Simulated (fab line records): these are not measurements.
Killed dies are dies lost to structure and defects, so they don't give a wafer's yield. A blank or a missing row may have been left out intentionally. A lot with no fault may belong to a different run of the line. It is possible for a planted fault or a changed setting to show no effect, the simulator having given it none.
fab line records | flow nandHarc
record: lots: 24 wafers: 72 lastDay: 26
route steps=1159 shown P_GATE@175 P_CONTACT@233 P_BONDPAD@381
lots that met no fault: from a run of the same line without faults
startH: the number of hours between the record's first day and the start of the first shown wafer of the lot | waitH: time in hours since the lot's previous step | " unchanged from the row above | L1.1+2: a row that stands for several wafers | - no value, or no start was given | * or withheld: withheld | < > ~ a bound
route shown NAME@n: names a module that has steps shown in the file, with the first one's number in the route | usual: average and standard deviation across the fault-free wafers | same: alike in all rows | chamber/n: place in a boat | sites: the reading at each site | _std_site: standard deviation across them | _edge_site: the outer-site mean with the inner-site mean subtracted | radiusMm: how far each site lies from the wafer's centre | mask NAME#n: copy n | behind: tool/chamber where the wafer was last shaped | hold: reason for holding the lot/hours on hold/outcome of the hold | device: the transistor (n, p or np) that didn't switch | end of line: tests of these same wafers at the route's end | a step given without rows: its recipe and nothing more | killed: count of dies lost to structure and defects at first sort (not the wafer's yield) | map: a wafer's dies, marking killed ones x, the rest . and places with no die _
set.NAME: setting as actually run; set.NAME@STEP: the setting as run at that earlier step | model.NAME: the simulator's own value behind a step, which no gauge read
route steps across a sampled set of lots; one table per step, one row per wafer
services: when a tool's chamber went out of use (startH, in hours from the record's first day, below 0 if earlier), for how many hours, and the reason
== steps ==
step: NHARC_P_GATE_STRIP_75
recipe: powerW: 1500 tempC: 250 chemistry: O2
usual: drypumpMotorCurrentA: 5.9/0.33 heaterPowerW: 335/24 tempC: 249.98/0.17
columns lot.wafer tool chamber startH waitH drypumpMotorCurrentA heaterPowerW rfHoursCounterH tempC
L074.2 plasmaAsher-02 0 107.66 0.2 5.4 295 31 249.83
L074.5 " 1 " " 5.9 326 - 250.23
L074.6 " 0 " " 5.5 298 - 249.56
L075.3 plasmaAsher-02 1 109.42 0.2 6.0 320 - 250.24
L075.4 " 0 " " 5.4 297 - 249.93
L075.6 " 0 " " 5.5 293 - 250.08
L077.1 plasmaAsher-01 0 117.05 0.3 6.4 351 4 250.14
L077.2 " 1 " " 5.8 363 4 249.95
L077.3 " 1 " " 5.8 355 - 249.80
L076.2 plasmaAsher-02 1 119.80 0.3 5.9 329 34 250.05
L076.1 " 0 " " 5.4 300 34 249.93
L076.4 " 0 " " 5.4 289 - 250.15
L078.2 plasmaAsher-02 0 124.00 0.2 5.4 295 36 250.24
L078.4 " 1 " " 6.0 330 - 249.86
L078.6 " 1 " " 5.9 321 - 249.56
L079.1 plasmaAsher-01 1 132.98 0.3 5.8 357 11 249.80
L079.2 " 0 " " 6.4 346 11 250.20
L079.4 " 1 " " 5.8 352 - 250.02
L080.1 plasmaAsher-01 0 145.02 0.3 6.4 347 14 250.08
L080.2 " 1 " " 5.9 342 14 249.86
L080.4 " 1 " " 5.9 361 - 249.92
L081.4 plasmaAsher-01 0 148.72 0.2 6.4 348 - 250.04
L081.3 " 1 " " 5.8 363 - 250.11
L081.6 " 1 " " 5.9 361 - 249.86
L082.1 plasmaAsher-01 1 149.22 0.3 5.9 361 16 249.88
L082.2 " 0 " " 6.4 347 16 250.01
L082.3 " 1 " " 5.9 357 - 249.98
L083.4 plasmaAsher-01 0 157.05 0.2 6.4 352 - 249.91
L083.6 " 0 " " 6.4 352 - 249.86
L083.5 " 1 " " 5.9 357 - 249.71
L084.2 plasmaAsher-01 0 157.67 0.3 6.4 358 19 249.76
L084.3 " 0 " " 6.4 343 - 250.13
L084.5 " 1 " " 5.8 347 - 249.88
L086.2 plasmaAsher-02 0 178.68 0.2 5.5 287 52 250.22
L086.3 " 0 " " 5.5 297 - 250.40
L086.5 " 1 " " 5.9 322 - 250.00
L088.1 plasmaAsher-01 1 179.55 0.2 5.8 361 26 249.94
L088.5 " 1 " " 5.9 350 - 249.94
L088.6 " 0 " " 6.4 354 - 249.97
L085.4 plasmaAsher-02 0 179.85 0.2 5.4 297 - 249.95
L085.5 " 0 " " 5.4 294 - 249.84
L085.6 " 1 " " 5.9 325 - 250.25
L087.4 plasmaAsher-01 0 185.20 0.2 6.4 350 - 250.31
L087.3 " 1 " " 5.8 364 - 249.85
L087.5 " 0 " " 6.4 349 - 250.26
L089.2 plasmaAsher-02 1 193.79 0.2 6.0 327 0 249.84
L089.3 " 1 " " 6.0 319 - 250.13
L089.5 " 0 " " 5.4 290 - 250.10
L090.3 plasmaAsher-01 0 194.15 0.2 6.4 360 - 249.95
L090.4 " 1 " " 5.9 358 - 250.26
L090.5 " 1 " " 5.9 358 - 249.96
L091.1 plasmaAsher-02 1 205.97 0.2 6.0 320 5 250.11
L091.2 " 0 " " 5.4 293 5 249.99
L091.5 " 1 " " 6.0 329 - 250.32
L092.1 plasmaAsher-02 1 211.04 0.2 6.0 329 7 250.10
L092.5 " 1 " " 5.9 331 - 249.93
L092.6 " 0 " " 5.4 289 - 249.91
L093.1 plasmaAsher-01 0 213.25 0.2 6.4 341 40 250.17
L093.3 " 0 " " 6.3 353 - 250.07
L093.5 " 1 " " 5.9 352 - 250.13
L094.3 plasmaAsher-01 0 223.15 0.2 6.4 353 - 249.76
L094.4 " 1 " " 5.9 352 - 250.08
L094.5 " 1 " " 5.8 353 - 250.03
L095.2 plasmaAsher-01 1 223.79 0.3 5.9 349 44 250.18
L095.1 " 0 " " 6.4 350 44 250.14
L095.5 " 1 " " 5.9 355 - 249.77
L096.1 plasmaAsher-02 0 233.36 0.2 5.4 295 15 249.90
L096.2 " 1 " " 6.0 323 15 249.90
L096.3 " 0 " " 5.4 295 - 249.90
L097.2 plasmaAsher-01 1 239.99 0.2 5.9 357 49 250.18
L097.3 " 0 " " 6.4 353 - 249.80
L097.6 " 0 " " 6.4 351 - 250.16
step: NHARC_P_GATE_INSPECT_68
usual: rawDefectCount: 196/66
columns lot.wafer tool chamber startH waitH rawDefectCount
L074.2 defectInspect-02 - 113.14 0.1 160
L074.5 " - " " 173
L074.6 " - " " 130
L075.3 defectInspect-01 - 115.20 0.1 149
L075.4 " - " " 190
L075.6 " - " " 160
L077.1 defectInspect-02 - 122.80 0.2 208
L077.2 " - " " 238
L077.3 " - " " 242
L076.1 defectInspect-01 - 125.27 0.2 153
L076.2 " - " " 174
L076.4 " - " " 247
L078.2 defectInspect-02 - 129.74 0.1 198
L078.4 " - " " 166
L078.6 " - " " 222
L079.1 defectInspect-02 - 138.72 0.2 160
L079.2 " - " " 114
L079.4 " - " " 172
L080.1 defectInspect-02 - 150.75 0.2 163
L080.2 " - " " 226
L080.4 " - " " 245
L081.3 defectInspect-02 - 154.27 0.1 165
L081.4 " - " " 153
L081.6 " - " " 211
L082.1 defectInspect-02 - 155.01 0.2 122
L082.2 " - " " 223
L082.3 " - " " 279
L083.4 defectInspect-01 - 163.24 0.1 199
L083.5 " - " " 192
L083.6 " - " " 211
L084.2 defectInspect-02 - 163.53 0.1 100
L084.3 " - " " 164
L084.5 " - " " 191
L086.2 defectInspect-02 - 184.43 0.1 164
L086.3 " - " " 89
L086.5 " - " " 178
L088.1 defectInspect-02 - 185.28 0.2 170
L088.5 " - " " 151
L088.6 " - " " 126
L085.4 defectInspect-02 - 186.07 0.1 208
L085.5 " - " " 234
L085.6 " - " " 163
L087.3 defectInspect-01 - 191.08 0.1 289
L087.4 " - " " 136
L087.5 " - " " 162
L089.2 defectInspect-02 - 199.66 0.1 203
L089.3 " - " " 211
L089.5 " - " " 331
L090.3 defectInspect-02 - 199.95 0.1 138
L090.4 " - " " 220
L090.5 " - " " 117
L091.1 defectInspect-01 - 211.54 0.2 200
L091.2 " - " " 184
L091.5 " - " " 90
L092.1 defectInspect-01 - 216.65 0.2 169
L092.5 " - " " 153
L092.6 " - " " 274
L093.1 defectInspect-02 - 218.98 0.2 227
L093.3 " - " " 224
L093.5 " - " " 184
L094.3 defectInspect-01 - 228.79 0.1 203
L094.4 " - " " 205
L094.5 " - " " 178
L095.1 defectInspect-01 - 229.44 0.2 255
L095.2 " - " " 189
L095.5 " - " " 329
L096.1 defectInspect-02 - 239.05 0.2 146
L096.2 " - " " 105
L096.3 " - " " 101
L097.2 defectInspect-02 - 245.80 0.1 222
L097.3 " - " " 145
L097.6 " - " " 122
step: NHARC_P_CONTACT_OVL_MEAS_13
usual: overlayXNm: 0.2/0.91 overlayYNm: 0.0/0.65
columns lot.wafer tool chamber startH waitH overlayXNm overlayYNm
L074.2 overlay-02 - 114.72 - 1.1 -0.9
L074.5 " - " " 1.7 -0.4
L074.6 " - " " 1.4 -0.2
L075.3 overlay-01 - 116.90 - 0.7 0.0
L075.4 " - " " 0.7 0.0
L075.6 " - " " 0.8 -0.3
L077.1 overlay-01 - 124.38 - -0.4 0.5
L077.2 " - " " -0.3 0.0
L077.3 " - " " -0.6 -0.5
L076.1 overlay-01 - 126.98 - 0.2 -0.4
L076.2 " - " " 0.1 0.5
L076.4 " - " " 0.4 0.0
L078.2 overlay-02 - 131.32 - -0.6 0.3
L078.4 " - " " -0.6 0.0
L078.6 " - " " -0.6 0.2
L079.1 overlay-01 - 140.42 - 0.0 0.5
L079.2 " - " " 0.5 0.4
L079.4 " - " " 0.9 1.1
L080.1 overlay-02 - 152.44 - -1.0 -1.8
L080.2 " - " " -0.9 -1.9
L080.4 " - " " -1.4 -1.7
L081.3 overlay-02 - 155.84 - -0.5 0.2
L081.4 " - " " -0.5 0.6
L081.6 " - " " -0.9 0.4
L082.1 overlay-01 - 156.71 - -0.1 0.1
L082.2 " - " " 0.2 0.0
L082.3 " - " " 0.7 -0.1
L083.4 overlay-01 - 164.93 - -0.2 -0.6
L083.5 " - " " -0.3 0.0
L083.6 " - " " -0.4 -0.4
L084.2 overlay-02 - 165.23 - -0.3 0.9
L084.3 " - " " 0.1 0.3
L084.5 " - " " 0.0 1.0
L086.2 overlay-01 - 186.13 - 1.7 -0.1
L086.3 " - " " 2.2 -0.7
L086.5 " - " " 1.7 -0.5
L088.1 overlay-02 - 186.86 - 1.3 -0.4
L088.5 " - " " 1.0 -0.1
L088.6 " - " " 1.1 -0.5
L085.4 overlay-01 - 187.76 - 0.6 1.4
L085.5 " - " " 0.3 0.5
L085.6 " - " " 0.2 0.7
L087.3 overlay-02 - 192.65 - 0.5 0.0
L087.4 " - " " 0.3 -0.2
L087.5 " - " " 1.1 0.2
L089.2 overlay-02 - 201.36 - -2.6 0.7
L089.3 " - " " -2.3 0.9
L089.5 " - " " -2.2 0.9
L090.3 overlay-02 - 201.65 - 0.3 0.6
L090.4 " - " " 0.6 -0.5
L090.5 " - " " 0.7 0.4
L091.1 overlay-01 - 213.24 - 0.4 -0.2
L091.2 " - " " 0.4 0.2
L091.5 " - " " -0.1 -0.8
L092.1 overlay-02 - 218.35 - -1.2 -0.1
L092.5 " - " " -1.2 -0.1
L092.6 " - " " -0.8 -0.4
L093.1 overlay-01 - 220.68 - 1.2 1.0
L093.3 " - " " 1.2 0.5
L093.5 " - " " 0.7 0.9
L094.3 overlay-01 - 230.39 - 0.3 0.8
L094.4 " - " " 0.7 0.9
L094.5 " - " " -0.2 0.9
L095.1 overlay-02 - 231.16 - 0.3 -0.2
L095.2 " - " " 0.7 0.2
L095.5 " - " " 0.5 -0.5
L096.1 overlay-02 - 240.62 - -0.1 0.5
L096.2 " - " " 0.0 -0.1
L096.3 " - " " 0.0 -0.5
L097.2 overlay-01 - 247.49 - 0.8 -1.6
L097.3 " - " " 0.8 -1.0
L097.6 " - " " 0.1 -1.3
step: NHARC_P_CONTACT_STRIP_28
recipe: o2FlowSccm: 500 arFlowSccm: 0 biasW: 0 chemistry: O2
usual: drypumpMotorCurrentA: 5.8/0.49 mfcArSccm: 0.005/0.0089 o2FlowSccm: 499.8/1.6 oesProductAu: 1.001/0.0095 rfVppV: 57.6/0.92 showerheadPlenumPTorr: 3.48/0.083 throttleValvePct: 17.036/0.0088
columns lot.wafer tool chamber startH waitH drypumpMotorCurrentA mfcArSccm o2FlowSccm oesProductAu rfHoursCounterH rfVppV showerheadPlenumPTorr throttleValvePct
L074.2 rieDiel-10 2 115.83 0.1 6.5 0.009 498.8 1.016 12 58.4 3.60 17.045
L074.6 " 3 " " 5.6 0 498.4 0.987 - 57.4 3.51 17.046
L074.5 " 1 " " 5.2 0 499.3 0.999 - 56.9 3.41 17.038
L075.3 rieDiel-10 1 117.99 0.1 5.2 0 499.0 0.996 12 57.9 3.41 17.032
L075.4 " 2 " " 6.5 0.009 502.3 1.014 - 58.9 3.60 17.038
L075.6 " 3 " " 5.6 0 499.6 0.999 - 57.5 3.51 17.039
L077.3 rieDiel-10 3 125.43 0.1 5.6 0 497.9 0.990 12 58.0 3.51 17.048
L077.1 " 1 " " 5.2 0 500.1 1.001 13 56.0 3.41 17.043
L077.2 " 2 " " 6.5 0.009 502.4 1.015 13 58.1 3.60 17.041
L076.1 rieDiel-10 2 128.02 0.1 6.6 0.009 499.0 1.011 13 59.2 3.60 17.038
L076.4 " 3 " " 5.6 0 500.8 0.990 12 58.2 3.51 17.032
L076.2 " 1 " " 5.3 0 500.8 0.994 13 58.5 3.41 17.036
L078.2 rieDiel-10 3 132.80 0.1 5.6 0 498.2 0.991 14 56.5 3.50 17.034
L078.4 " 3 " " 5.6 0 500.0 0.987 - 57.5 3.50 17.052
L078.6 " 1 " " 5.2 0 499.2 0.991 - 56.3 3.41 17.034
L079.1 rieDiel-10 3 141.46 0.1 5.6 0 501.0 0.983 15 57.5 3.50 17.047
L079.2 " 1 " " 5.2 0 502.6 0.992 16 57.7 3.41 17.029
L079.4 " 3 " " 5.6 0 502.2 0.989 - 56.4 3.50 17.026
L080.1 rieDiel-10 1 153.64 0.1 5.2 0 501.4 0.994 16 59.1 3.41 17.041
L080.2 " 3 " " 5.6 0 499.9 0.991 16 57.4 3.50 17.032
L080.4 " 1 " " 5.2 0 499.5 0.995 - 59.2 3.41 17.033
L081.3 rieDiel-10 2 157.03 0.1 6.5 0.009 497.6 1.009 14 56.6 3.60 17.032
L081.6 " 2 " " 6.6 0.009 498.3 1.001 - 57.9 3.60 17.039
L081.4 " 3 " " 5.6 0 500.4 0.991 - 57.9 3.50 17.036
L082.1 rieDiel-10 3 157.90 0.1 5.6 0 499.5 0.988 17 57.7 3.50 17.043
L082.3 " 1 " " 5.2 0 499.3 1.001 17 57.6 3.41 17.033
L082.2 " 2 " " 6.5 0.009 501.1 1.012 15 58.5 3.60 17.013
L083.4 rieDiel-10 1 166.86 0.2 5.2 0 498.2 1.001 - 57.3 3.41 17.029
L083.5 " 2 " " 6.6 0.009 501.2 1.018 - 57.4 3.60 17.049
L083.6 " 1 " " 5.2 0 498.4 0.997 - 58.6 3.41 17.053
L084.3 rieDiel-07 2 167.24 0.1 6.2 0.002 499.2 1.011 12 57.3 3.43 17.038
L084.2 " 0 " " 5.8 0.029 501.0 1.004 11 59.0 3.46 17.043
L084.5 " 2 " " 6.2 0.002 500.0 1.011 - 58.8 3.43 17.024
L086.3 rieDiel-10 2 187.35 0.1 6.5 0.009 503.3 1.006 20 58.4 3.60 17.050
L086.2 " 0 " " 5.7 0 499.7 0.984 10 57.9 3.50 17.046
L086.5 " 2 " " 6.5 0.009 500.9 1.007 - 56.6 3.60 17.045
L088.1 rieDiel-10 2 187.95 0.1 6.5 0.009 500.3 1.012 20 56.3 3.60 17.017
L088.5 " 0 " " 5.7 0 496.4 0.985 - 59.3 3.50 17.045
L088.6 " 1 " " 5.2 0 496.0 0.996 - 57.4 3.41 17.036
L085.4 rieDiel-07 1 188.85 0.1 5.8 0 501.1 1.005 11 57.9 3.30 17.040
L085.5 " 3 " " 6.3 0.026 498.4 1.002 - 57.5 3.45 17.027
L085.6 " 0 " " 5.8 0.029 500.4 1.003 - 55.5 3.46 17.047
L087.3 rieDiel-07 1 193.83 0.1 5.8 0 496.8 1.011 12 57.7 3.30 17.025
L087.4 " 0 " " 5.8 0.029 499.7 0.996 14 56.9 3.46 17.037
L087.5 " 2 " " 6.1 0.002 499.5 1.010 - 56.8 3.43 17.036
L089.2 rieDiel-10 1 202.57 0.1 5.2 0 500.1 0.991 1 58.7 3.40 17.033
L089.3 " 2 " " 6.6 0.009 499.6 0.998 1 58.1 3.60 17.057
L089.5 " 2 " " 6.5 0.009 497.8 1.016 - 57.8 3.60 17.046
L090.3 rieDiel-10 2 202.95 0.1 6.6 0.009 500.1 1.015 1 58.2 3.60 17.038
L090.4 " 0 " " 5.6 0 502.3 1.002 - 57.1 3.50 17.030
L090.5 " 2 " " 6.5 0.009 500.4 1.014 - 56.9 3.60 17.031
L091.1 rieDiel-10 1 214.28 0.1 5.2 0 501.4 1.013 1 58.2 3.40 17.043
L091.2 " 3 " " 5.6 0 498.1 0.998 0 58.2 3.50 17.035
L091.5 " 2 " " 6.5 0.009 502.1 1.005 - 58.0 3.60 17.044
L092.1 rieDiel-07 3 219.43 0.1 6.3 0.026 499.2 1.008 17 58.1 3.45 17.044
L092.5 " 1 " " 5.8 0 501.2 1.006 - 56.2 3.30 17.049
L092.6 " 2 " " 6.2 0.002 498.5 1.007 - 58.7 3.43 17.018
L093.3 rieDiel-07 2 222.39 0.1 6.2 0.002 499.1 1.010 17 56.6 3.43 17.036
L093.1 " 1 " " 5.8 0 502.0 1.009 15 57.7 3.30 17.038
L093.5 " 2 " " 6.2 0.002 499.6 1.014 - 57.5 3.43 17.043
L094.3 rieDiel-10 1 231.43 0.1 5.2 0 498.2 1.002 3 55.6 3.40 17.038
L094.4 " 0 " " 5.7 0 500.4 0.998 3 60.3 3.49 17.038
L094.5 " 1 " " 5.2 0 499.1 0.986 - 56.8 3.40 17.033
L095.2 rieDiel-10 1 233.71 0.1 5.2 0 500.6 0.997 3 58.2 3.40 17.059
L095.1 " 3 " " 5.6 0 500.6 0.991 2 58.3 3.50 17.042
L095.5 " 2 " " 6.5 0.009 500.8 1.005 - 58.1 3.60 17.030
L096.2 rieDiel-07 1 241.67 0.1 5.8 0 498.8 0.998 0 57.2 3.30 17.032
L096.3 " 2 " " 6.2 0.002 500.6 1.015 0 56.6 3.42 17.028
L096.1 " 3 " " 6.3 0.026 498.2 0.990 0 57.5 3.44 17.034
L097.2 rieDiel-10 1 248.60 0.1 5.2 0 497.7 0.993 5 57.7 3.40 17.016
L097.3 " 3 " " 5.6 0 497.7 0.990 5 58.4 3.50 17.038
L097.6 " 1 " " 5.2 0 498.6 0.991 - 56.1 3.40 17.035
step: NHARC_P_CONTACT_PVD_32
recipe: targetThkA: 50 chamberPressurePa: 5 powerW: 5000 substrateTempC: 200 timeS: 17.7 material: Ti
usual: throttleValvePct: 29.9/1.1
columns lot.wafer tool chamber startH waitH throttleValvePct
L074.2 pvdSputter-02 - - - 31.2
L074.5 " - " " 30.8
L074.6 " - " " 31.3
L075.3 pvdSputter-02 - - - 27.7
L075.4 " - " " 31.5
L075.6 " - " " 30.6
L077.1 pvdSputter-03 - - - 30.0
L077.3 " - " " 29.1
L077.2 " - " " 30.0
L076.1 pvdSputter-03 - - - 29.5
L076.4 " - " " 29.2
L076.2 " - " " 29.6
L078.2 pvdSputter-02 - - - 31.2
L078.4 " - " " 30.5
L078.6 " - " " 31.5
L079.2 pvdSputter-02 - - - 30.6
L079.1 " - " " 31.4
L079.4 " - " " 27.8
L080.4 pvdSputter-01 - - - 29.9
L080.1 " - " " 30.0
L080.2 " - " " 29.0
L081.3 pvdSputter-02 - - - 31.4
L081.4 " - " " 31.6
L081.6 " - " " 28.0
L082.2 pvdSputter-02 - - - 30.4
L082.1 " - " " 31.1
L082.3 " - " " 31.4
L083.4 pvdSputter-02 - - - 31.3
L083.5 " - " " 27.6
L083.6 " - " " 30.6
L084.2 pvdSputter-02 - - - 27.6
L084.3 " - " " 30.6
L084.5 " - " " 27.9
L086.2 pvdSputter-01 - - - 30.5
L086.3 " - " " 28.8
L086.5 " - " " 29.7
L088.1 pvdSputter-03 - - - 30.3
L088.6 " - " " 30.2
L088.5 " - " " 29.6
L085.4 pvdSputter-03 - - - 29.5
L085.5 " - " " 28.9
L085.6 " - " " 29.8
L087.4 pvdSputter-02 - - - 30.6
L087.3 " - " " 31.2
L087.5 " - " " 31.2
L089.2 pvdSputter-02 - - - 31.0
L089.3 " - " " 28.0
L089.5 " - " " 30.8
L090.3 pvdSputter-03 - - - 29.1
L090.4 " - " " 29.6
L090.5 " - " " 30.4
L091.2 pvdSputter-03 - - - 29.5
L091.1 " - " " 28.8
L091.5 " - " " 29.9
L092.1 pvdSputter-03 - - - 29.5
L092.5 " - " " 29.9
L092.6 " - " " 29.5
L093.3 pvdSputter-03 - - - 29.1
L093.1 " - " " 29.9
L093.5 " - " " 28.9
L094.3 pvdSputter-01 - - - 28.9
L094.4 " - " " 29.8
L094.5 " - " " 28.9
L095.2 pvdSputter-01 - - - 28.8
L095.1 " - " " 30.7
L095.5 " - " " 28.9
L096.3 pvdSputter-02 - - - 31.2
L096.2 " - " " 27.5
L096.1 " - " " 30.7
L097.3 pvdSputter-03 - - - 29.0
L097.2 " - " " 29.9
L097.6 " - " " 30.0
step: NHARC_P_BONDPAD_THK_MEAS_20
recipe: thkMeasGauge: xrf
usual: thkNm: 160.8/1.4
columns lot.wafer tool chamber startH waitH thkNm
L074.2 filmMetro-02 - 141.08 - 161.6
L074.5 " - " " 162.5
L074.6 " - " " 161.9
L075.3 filmMetro-01 - 141.72 - 161.5
L075.4 " - " " 160.5
L075.6 " - " " 162.2
L077.1 filmMetro-01 - 144.37 - 160.8
L077.2 " - " " 159.8
L077.3 " - " " 160.3
L076.1 filmMetro-01 - 146.31 - 161.4
L076.2 " - " " 161.7
L076.4 " - " " 161.2
L078.2 filmMetro-02 - 156.09 - 159.9
L078.4 " - " " 158.5
L078.6 " - " " 160.4
L079.1 filmMetro-02 - 159.90 - 161.4
L079.2 " - " " 160.8
L079.4 " - " " 161.3
L080.1 filmMetro-02 - 172.47 - 160.9
L080.2 " - " " 161.8
L080.4 " - " " 159.2
L081.3 filmMetro-01 - 178.40 - 163.7
L081.4 " - " " 159.8
L081.6 " - " " 161.2
L082.1 filmMetro-01 - 178.64 - 161.4
L082.2 " - " " 158.0
L082.3 " - " " 158.0
L083.4 filmMetro-02 - 185.73 - 162.3
L083.5 " - " " 163.7
L083.6 " - " " 161.8
L084.2 filmMetro-02 - 186.97 - 163.0
L084.3 " - " " 163.4
L084.5 " - " " 161.5
L086.2 filmMetro-01 - 206.59 - 161.4
L086.3 " - " " 162.4
L086.5 " - " " 161.5
L088.1 filmMetro-02 - 207.34 - 161.6
L088.5 " - " " 159.9
L088.6 " - " " 157.8
L085.4 filmMetro-02 - 208.06 - 159.3
L085.5 " - " " 161.4
L085.6 " - " " 159.6
L087.3 filmMetro-01 - 214.56 - 159.1
L087.4 " - " " 159.2
L087.5 " - " " 159.3
L089.2 filmMetro-02 - 227.87 - 161.2
L089.3 " - " " 158.8
L089.5 " - " " 161.5
L090.3 filmMetro-01 - 230.86 - 162.7
L090.4 " - " " 161.6
L090.5 " - " " 161.4
L091.1 filmMetro-01 - 235.74 - 160.6
L091.2 " - " " 158.0
L091.5 " - " " 160.3
L092.1 filmMetro-01 - 238.24 - 159.6
L092.5 " - " " 161.9
L092.6 " - " " 161.2
L093.1 filmMetro-02 - 241.16 - 161.8
L093.3 " - " " 159.9
L093.5 " - " " 161.5
L094.3 filmMetro-01 - 250.52 - 161.7
L094.4 " - " " 161.6
L094.5 " - " " 162.0
L095.1 filmMetro-01 - 252.35 - 161.1
L095.2 " - " " 160.8
L095.5 " - " " 160.9
L096.1 filmMetro-01 - 260.12 - 160.7
L096.2 " - " " 158.7
L096.3 " - " " 158.9
L097.2 filmMetro-01 - 269.11 - 164.6
L097.3 " - " " 160.7
L097.6 " - " " 160.2
== services ==
columns tool chamber startH hours kind
rieDiel-10 0 94.82 - clean
rieDiel-10 1 94.82 - clean
rieDiel-10 2 94.82 - clean
rieDiel-10 3 94.82 - clean
plasmaAsher-01 - 99.37 9.0 pm
pvdSputter-03 - 102.00 10.0 pm
rieDiel-10 0 102.83 23.3 repair
plasmaAsher-02 - 113.37 4.7 repair
rieDiel-10 1 119.32 - clean
rieDiel-10 2 119.32 - clean
rieDiel-10 3 119.32 - clean
rieDiel-10 0 130.00 56.1 repair
rieDiel-10 2 131.00 11.5 repair
rieDiel-10 1 143.82 - clean
plasmaAsher-02 - 149.63 0.9 repair
rieDiel-07 1 151.37 16.3 repair
pvdSputter-01 - 158.00 10.0 pm
rieDiel-10 3 163.48 50.2 repair
pvdSputter-03 - 167.14 8.3 repair
rieDiel-10 - 189.32 9.0 pm
rieDiel-10 1 205.37 6.8 repair
pvdSputter-02 - 214.01 10.0 pm
rieDiel-07 - 228.23 9.0 pm
rieDiel-07 2 247.84 8.5 repair
== key ==
fault none
